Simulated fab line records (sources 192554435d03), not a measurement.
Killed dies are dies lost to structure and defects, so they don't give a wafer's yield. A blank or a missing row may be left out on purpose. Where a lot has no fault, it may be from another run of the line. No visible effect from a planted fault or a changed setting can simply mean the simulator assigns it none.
fab line records	flow n5Finfet
record lots=6	wafers=18	lastDay=18
route steps=1938 shown BEOL_M0@721 BEOL_M4@1111
lots untouched by any fault: they come from a run of this same line in which no faults occurred
startH: hours from the record's opening day to when the first of the lot's shown wafers began	waitH: hours since the lot's step before	" repeats the value in the row above	L1.1+2: a single row standing in for several wafers	- value missing, or start not given	* or withheld: withheld	< > ~ a bound
route shown NAME@n: a module of which the file shows steps, and the number in the route of the first	usual: the fault-free wafers' mean and standard deviation	same: alike in all rows	chamber/n: place in a boat	sites: readings site by site	_std_site: standard deviation of those values	_edge_site: the outer-site mean with the inner-site mean subtracted	radiusMm: for every site, how far away it sits from the centre of the wafer	mask NAME#n: copy n	behind: the most recent tool/chamber to have shaped the wafer	hold: what put the lot on hold/how long, in hours/how the hold closed	device: the n, p or np transistor that did not switch	end of line: tests of these same wafers at the route's end	a step given without rows: its recipe and nothing more	killed: at the first sort, the dies lost to defects and structure; wafer yield is something else	map: per-die view of a wafer (x killed, . not killed, _ where there is no die)
set.NAME: the setting the step ran with; set.NAME@STEP: the setting that earlier step ran with	model.NAME: the simulator's own value behind a step, which no gauge read
lots at some steps of the route; a table a step, a row a wafer
services: the hour from which a tool's chamber was out of use, counted from the record's first day as startH (under 0 if before that day), plus the number of hours and why
## steps
# step N5_BEOL_M0_TRENCH_ETCH_107
# recipe chemistry=C4F6/O2	targetDepthA=328	target=SiOC	timeS=16.4	ionEnergyEv=250	pressureMtorr=30	sourceW=355	biasW=185	Ar_flow_sccm=300	C4F6_flow_sccm=10	O2_flow_sccm=10
# step N5_BEOL_M0_STRIP_142
# recipe chemistry=N2/H2	timeS=10	powerW=450	tempC=40	pressureMtorr=20	rfFrequencyHz=6e+07	biasPowerW=7	n2FlowSccm=200	h2FlowSccm=200
# usual drypumpMotorCurrentA=6.0/0.42	h2FlowSccm=199.9/0.64	oesProductAu=0.78/0.083	rfVppV=59.3/0.82	showerheadPlenumPTorr=2.56/0.1	throttleValvePct=23.6/0.37
# same timeS=10
lot.wafer	tool	chamber	startH	waitH	drypumpMotorCurrentA	h2FlowSccm	oesProductAu	rfHoursCounterH	rfVppV	showerheadPlenumPTorr	throttleValvePct
L629.1	rieDiel-04	1	142.38	0.0	5.9	200.1	0.70	238	60.4	2.60	23.6
L629.4	"	0	"	"	5.9	199.3	0.91	23	59.1	2.72	24.1
L629.6	"	1	"	"	5.9	199.7	0.71	-	59.3	2.60	23.6
L633.1	rieDiel-04	3	161.21	0.0	5.8	200.8	0.69	240	57.7	2.40	23.2
L633.5	"	1	"	"	5.8	198.7	0.70	-	59.3	2.60	23.6
L633.6	"	2	"	"	6.0	200.3	0.85	-	59.2	2.67	23.7
L637.2	rieDiel-06	1	193.68	0.0	5.7	200.2	0.81	96	59.3	2.46	23.4
L637.4	"	0	"	"	6.4	200.2	0.75	-	59.6	2.56	23.7
L637.5	"	3	"	"	6.4	199.4	0.78	-	57.8	2.66	24.0
L638.1	rieDiel-04	1	196.63	0.0	5.9	200.3	0.97	3	58.5	2.60	23.3
L638.3	"	2	"	"	6.0	201.0	0.83	85	60.2	2.67	23.7
L638.4	"	1	"	"	5.8	200.9	0.96	-	58.9	2.60	23.3
L639.2	rieDiel-06	0	203.59	0.0	6.4	200.0	0.74	144	60.0	2.55	23.7
L639.3	"	1	"	"	5.8	199.9	0.81	100	59.4	2.46	23.5
L639.6	"	0	"	"	6.4	200.0	0.75	-	59.6	2.55	23.7
L648.1	rieDiel-04	3	254.67	0.0	5.8	199.8	0.93	15	60.3	2.71	22.8
L648.4	"	1	"	"	5.8	199.8	0.91	22	60.1	2.59	23.3
L648.5	"	3	"	"	5.8	199.4	0.93	-	60.0	2.71	22.8
# step N5_BEOL_M0_OCD_MEAS_108
# usual trenchDepthNm=32.3/0.7
lot.wafer	tool	chamber	startH	waitH	trenchDepthNm
L629.1	ocd-02	-	142.46	0.1	30.5
L629.4	"	-	"	"	31.7
L629.6	"	-	"	"	30.5
L633.1	ocd-02	-	161.29	0.1	33.2
L633.5	"	-	"	"	31.7
L633.6	"	-	"	"	33.4
L637.2	ocd-01	-	193.76	0.1	31.2
L637.4	"	-	"	"	32.3
L637.5	"	-	"	"	33.1
L638.1	ocd-01	-	196.71	0.1	33.3
L638.3	"	-	"	"	32.8
L638.4	"	-	"	"	32.6
L639.2	ocd-01	-	203.67	0.1	32.3
L639.3	"	-	"	"	31.5
L639.6	"	-	"	"	32.2
L648.1	ocd-02	-	254.75	0.1	34.0
L648.4	"	-	"	"	33.0
L648.5	"	-	"	"	33.6
# step N5_BEOL_M0_HM_STRIP_129
# recipe chemistry=peroxideTinStrip	material=TiN	targetDepthA=170	tempC=50	timeS=108
# step N5_BEOL_M0_SRD_130
# recipe timeS=30	tempC=23	rinseLiquid=diw	dry=ipaMarangoni
# step N5_BEOL_M0_ETCH_109
# recipe chemistry=CH3F/O2	targetDepthA=80	overetchA=24	target=SiCN	timeS=27.4	ionEnergyEv=120	pressureMtorr=30	sourceW=395	biasW=75	Ar_flow_sccm=150	CH3F_flow_sccm=30	O2_flow_sccm=20
# usual drypumpMotorCurrentA=6.0/0.46	mfcArSccm=150.0/0.47	oesProductAu=0.65/0.068	rfVppV=297.3/1.6	showerheadPlenumPTorr=1.99/0.07	throttleValvePct=16.32/0.26
# same timeS=27.4
lot.wafer	tool	chamber	startH	waitH	drypumpMotorCurrentA	mfcArSccm	oesProductAu	rfHoursCounterH	rfVppV	showerheadPlenumPTorr	throttleValvePct
L629.1	rieDiel-06	0	142.57	0.0	6.4	149.8	0.65	114	298.4	2.02	16.09
L629.4	"	0	"	"	6.4	150.1	0.66	-	297.6	2.02	16.10
L629.6	"	2	"	"	4.9	150.5	0.64	-	297.6	1.99	16.30
L633.1	rieDiel-04	2	161.76	0.4	6.0	150.0	0.73	68	299.5	2.10	16.14
L633.5	"	3	"	"	5.8	151.0	0.58	-	294.6	1.89	16.15
L633.6	"	0	"	"	5.9	149.6	0.78	-	299.9	2.09	16.23
L637.2	rieDiel-04	0	193.87	0.0	5.9	150.6	0.75	48	299.5	2.09	16.25
L637.4	"	1	"	"	5.9	151.1	0.79	-	299.4	2.06	16.09
L637.5	"	2	"	"	6.0	149.9	0.71	-	300.0	2.09	16.18
L638.1	rieDiel-02	0	197.07	0.3	5.8	149.9	0.62	184	295.9	1.89	16.12
L638.3	"	3	"	"	6.8	150.3	0.56	238	296.7	1.97	16.84
L638.4	"	2	"	"	5.8	149.7	0.61	243	297.7	1.99	16.52
L639.2	rieDiel-02	0	203.84	0.1	5.8	149.8	0.62	187	297.3	1.88	16.11
L639.3	"	2	"	"	5.8	150.7	0.59	247	296.0	1.99	16.51
L639.6	"	0	"	"	5.8	150.0	0.63	-	295.4	1.89	16.11
L648.1	rieDiel-06	1	255.17	0.2	5.7	149.9	0.68	119	298.4	1.93	16.19
L648.4	"	3	"	"	6.4	148.9	0.64	159	300.0	2.07	16.23
L648.5	"	3	"	"	6.4	149.3	0.66	-	300.0	2.07	16.23
# step N5_BEOL_M0_STRIP_139
# recipe chemistry=postEtchResidueRemover	timeS=60	tempC=25	removerPh=withheld	removerWaterWtPct=withheld	removerFluorideWtPct=withheld
# step N5_BEOL_M0_SRD_111
# recipe timeS=30	tempC=23	rinseLiquid=diw	dry=ipaMarangoni
# step N5_BEOL_M0_DEGAS_112
# recipe ambient=vacuum	tempC=250	timeS=60
# usual heaterPowerW=336/37	susceptorTempC=250.00/0.17
# same timeS=60
lot.wafer	tool	chamber	startH	waitH	heaterPowerW	susceptorTempC
L629.1	pvdSputter-01	-	143.24	0.5	310	249.99
L629.4	"	-	"	"	350	249.85
L629.6	"	-	"	"	303	250.12
L633.1	pvdSputter-03	-	164.58	2.7	260	249.86
L633.5	"	-	"	"	315	249.82
L633.6	"	-	"	"	265	249.85
L637.2	pvdSputter-01	-	194.13	0.1	313	249.87
L637.4	"	-	"	"	337	249.90
L637.5	"	-	"	"	356	249.86
L638.1	pvdSputter-01	-	197.43	0.2	307	249.91
L638.3	"	-	"	"	369	250.11
L638.4	"	-	"	"	350	249.85
L639.2	pvdSputter-01	-	204.18	0.2	370	250.12
L639.3	"	-	"	"	353	249.58
L639.6	"	-	"	"	370	249.79
L648.1	pvdSputter-03	-	255.59	0.3	265	250.27
L648.4	"	-	"	"	289	250.22
L648.5	"	-	"	"	293	249.84
# step N5_BEOL_M0_PRE_CLEAN_113
# recipe gas=H2/He	timeS=30	tempC=250
# step N5_BEOL_M0_ALD_136
# recipe material=TaN	targetThkA=*	tempC=275	aldPrecursorFamily=PDMAT	aldCoReactant=NH3	pressureTorr=3	carrierFlowSccm=1500	pulseTimeS=2	purgeTimeS=3	coReactantPurgeTimeS=2	coReactantPulseTimeS=3	aldCycles=30	precursorVesselTempC=75	precursorVesselPressureTorr=26.25	precursorVesselCarrierSccm=1000
# usual heaterPowerW=417/57	precursorVesselPressureTorr=26.24/0.057	susceptorTempC=275.00/0.2
# same coReactantPulseTimeS=3	coReactantPurgeTimeS=2
lot.wafer	tool	chamber	startH	waitH	heaterPowerW	precursorVesselPressureTorr	susceptorTempC
L629.1	aldMetal-03	3	143.36	0.1	417	26.22	275.02
L629.4	"	0	"	"	476	26.24	274.91
L629.6	"	0	"	"	458	26.36	274.73
L633.1	aldMetal-03	3	164.80	0.2	418	26.16	275.10
L633.5	"	2	"	"	380	26.20	275.20
L633.6	"	1	"	"	374	26.32	274.81
L637.2	aldMetal-01	0	194.23	0.0	515	26.08	275.18
L637.4	"	3	"	"	369	26.28	275.17
L637.5	"	0	"	"	529	26.17	274.84
L638.1	aldMetal-01	0	197.76	0.3	531	26.33	274.85
L638.3	"	2	"	"	319	26.25	274.76
L638.4	"	3	"	"	365	26.18	275.35
L639.2	aldMetal-04	1	204.28	0.0	361	26.23	274.89
L639.3	"	3	"	"	470	26.29	274.93
L639.6	"	3	"	"	464	26.24	275.16
L648.1	aldMetal-04	2	255.71	0.1	429	26.24	275.08
L648.4	"	3	"	"	461	26.30	275.04
L648.5	"	2	"	"	428	26.22	274.91
# step N5_BEOL_M0_SURFACE_TREAT_137
# recipe gas=Ar	timeS=*	ionEnergyEv=*	ionCurrentMaCm2=0.5	pressureMtorr=*	arFlowSccm=30
# step N5_BEOL_M0_CVD_115
# recipe material=Co	targetThkA=*	tempC=withheld	precursor=CCTBA/H2	pressureTorr=30	timeS=120
# usual runLengthS=142.8/0.55
lot.wafer	tool	chamber	startH	waitH	runLengthS
L629.1	cvdCo-01	2	143.65	0.0	142.9
L629.4	"	2	"	"	142.7
L629.6	"	1	"	"	143.6
L633.1	cvdCo-02	0	165.36	0.2	142.6
L633.5	"	1	"	"	142.5
L633.6	"	0	"	"	141.9
L637.2	cvdCo-01	0	196.11	0.0	143.0
L637.4	"	2	"	"	142.7
L637.5	"	0	"	"	142.5
L638.1	cvdCo-02	1	199.14	0.1	142.7
L638.3	"	0	"	"	142.7
L638.4	"	2	"	"	70.8
L639.2	cvdCo-02	0	206.45	0.3	142.5
L639.3	"	2	"	"	142.5
L639.6	"	0	"	"	70.3
L648.1	cvdCo-01	0	256.22	0.3	143.4
L648.4	"	2	"	"	143.0
L648.5	"	0	"	"	142.7
# step N5_BEOL_M0_SPUTTER_116
# recipe material=Cu	targetThkA=40	tempC=-20	chamberPressurePa=0.07	powerW=withheld	timeS=7.37
# usual susceptorTempC=-19.99/0.12	throttleValvePct=29.8/1
# same timeS=7.37
lot.wafer	tool	chamber	startH	waitH	susceptorTempC	throttleValvePct
L629.1	pvdSputter-03	-	143.75	0.1	-20.10	30.0
L629.4	"	-	"	"	-20.09	31.1
L629.6	"	-	"	"	-19.98	30.9
L633.1	pvdSputter-03	-	165.54	0.1	-20.15	30.1
L633.5	"	-	"	"	-20.04	30.8
L633.6	"	-	"	"	-20.10	30.3
L637.2	pvdSputter-01	-	196.23	0.1	-20.14	29.3
L637.4	"	-	"	"	-20.09	30.2
L637.5	"	-	"	"	-20.07	29.7
L638.1	pvdSputter-02	-	199.27	0.1	-20.23	30.5
L638.3	"	-	"	"	-20.07	29.8
L638.4	"	-	"	"	-19.85	28.7
L639.2	pvdSputter-01	-	206.60	0.1	-19.99	28.8
L639.3	"	-	"	"	-19.85	29.9
L639.6	"	-	"	"	-19.92	29.9
L648.1	pvdSputter-03	-	257.55	1.3	-20.31	31.0
L648.4	"	-	"	"	-19.99	29.8
L648.5	"	-	"	"	-19.91	31.1
# step N5_BEOL_M4_RC_MEAS_101
# usual DIBL_N=37.2/2.5	DIBL_P=38/3	IOFF_N=0.17/0.044	IOFF_P=0.24/0.059	ION_N=667/13	ION_P=461/7.9	SS_N=71.8/0.86	SS_P=73.6/0.92	VT_N=250/4.1	VT_P=-249/3.9
lot.wafer	tool	chamber	startH	waitH	DIBL_N[mV/V]	DIBL_P[mV/V]	IOFF_N[nA/um]	IOFF_P[nA/um]	ION_N[uA/um]	ION_P[uA/um]	SS_N[mV/dec]	SS_P[mV/dec]	VT_N[mV]	VT_P[mV]
L629.1	prober-02	0	203.44	0.0	34.0	32	0.10	0.15	645	453	70.5	72.7	256	-253
L629.4	"	0	"	"	34.9	34	0.12	0.19	653	456	70.8	72.9	255	-250
L629.6	"	0	"	"	30.7	29	0.07	0.11	639	451	69.5	71.3	261	-257
L633.1	prober-02	0	216.35	0.0	34.9	33	0.10	0.18	653	456	71.6	72.5	257	-249
L633.5	"	0	"	"	39.0	39	0.18	0.28	681	467	71.6	74.6	249	-246
L633.6	"	0	"	"	35.7	34	0.12	0.20	665	461	71.2	73.0	255	-249
L637.2	prober-01	0	253.40	0.2	40.6	41	0.22	0.42	684	483	73.4	74.5	244	-238
L637.4	"	0	"	"	40.4	40	0.19	0.34	668	469	73.3	73.7	250	-241
L637.5	"	0	"	"	37.3	37	0.16	0.29	668	476	71.8	73.7	249	-242
L638.1	prober-02	0	253.75	0.0	36.5	40	0.20	0.27	678	471	71.9	73.7	244	-247
L638.3	"	0	"	"	35.4	37	0.17	0.23	664	455	72.4	73.5	246	-247
L638.4	"	0	"	"	36.2	38	0.17	0.23	670	457	72.3	73.4	249	-246
L639.2	prober-02	0	269.25	0.2	43.7	45	0.33	0.36	689	465	74.4	75.6	242	-244
L639.3	"	0	"	"	34.9	36	0.13	0.18	669	461	71.2	72.6	253	-254
L639.6	"	0	"	"	40.3	41	0.22	0.26	678	459	73.8	74.3	249	-249
L648.1	prober-02	0	314.09	0.0	31.5	33	0.09	0.15	642	449	70.5	72.2	260	-256
L648.4	"	0	"	"	34.6	34	0.13	0.17	657	447	70.6	72.6	256	-253
L648.5	"	0	"	"	35.4	35	0.14	0.18	660	454	71.4	72.5	252	-253
## services
tool	chamber	startH	hours	kind
rieDiel-04	-	137.64	1.0	repair
pvdSputter-02	-	138.18	3.5	repair
rieDiel-02	-	158.13	14.6	pm
cvdCo-02	2	163.16	7.5	repair
rieDiel-04	1	166.78	-	clean
rieDiel-04	1	166.78	-	consumableReplace:focusRing
rieDiel-04	1	166.78	21.4	scheduledDown
rieDiel-04	1	166.78	21.4	ventCycle
aldMetal-04	1	172.37	5.6	repair
aldMetal-03	-	183.05	2.8	pm
cvdCo-01	0	188.27	2.6	repair
rieDiel-04	3	188.31	-	clean
rieDiel-04	3	188.31	-	consumableReplace:focusRing
rieDiel-04	3	188.31	-	consumableReplace:showerhead
rieDiel-04	3	188.31	15.4	scheduledDown
rieDiel-04	3	188.31	15.4	ventCycle
rieDiel-06	2	189.17	6.4	repair
rieDiel-06	-	195.09	0.2	repair
rieDiel-02	2	211.37	-	clean
rieDiel-02	2	211.37	-	consumableReplace:focusRing
aldMetal-03	3	216.40	2.1	repair
cvdCo-01	-	218.10	0.7	repair
aldMetal-04	-	221.33	2.8	pm
cvdCo-01	-	244.77	0.8	repair
## key
firstSign step=N5_BEOL_M0_CVD_115	reading=runLengthS	direction=down	sigmas=99+	usual=*	struck=*
effect none on later readings
metAt N5_BEOL_M0_CVD_115
struckWafers L638.4,L639.6
sortLeftOut L638.4,L639.6
onsetBetween 165.36 199.14
fault kind=processParameterDrift	tool=cvdCo-02	chamber=-	onsetH=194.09	steps=N5_BEOL_M0_CVD_115	channel=timeS	offset=*	shape=step	endH=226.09	scope=struckWafersOnly	actsIn=*	stated=*
# sortLeftOut: the simulated sort isn't trusted on such a fault, so these wafers' sort isn't shown, and their yield isn't known
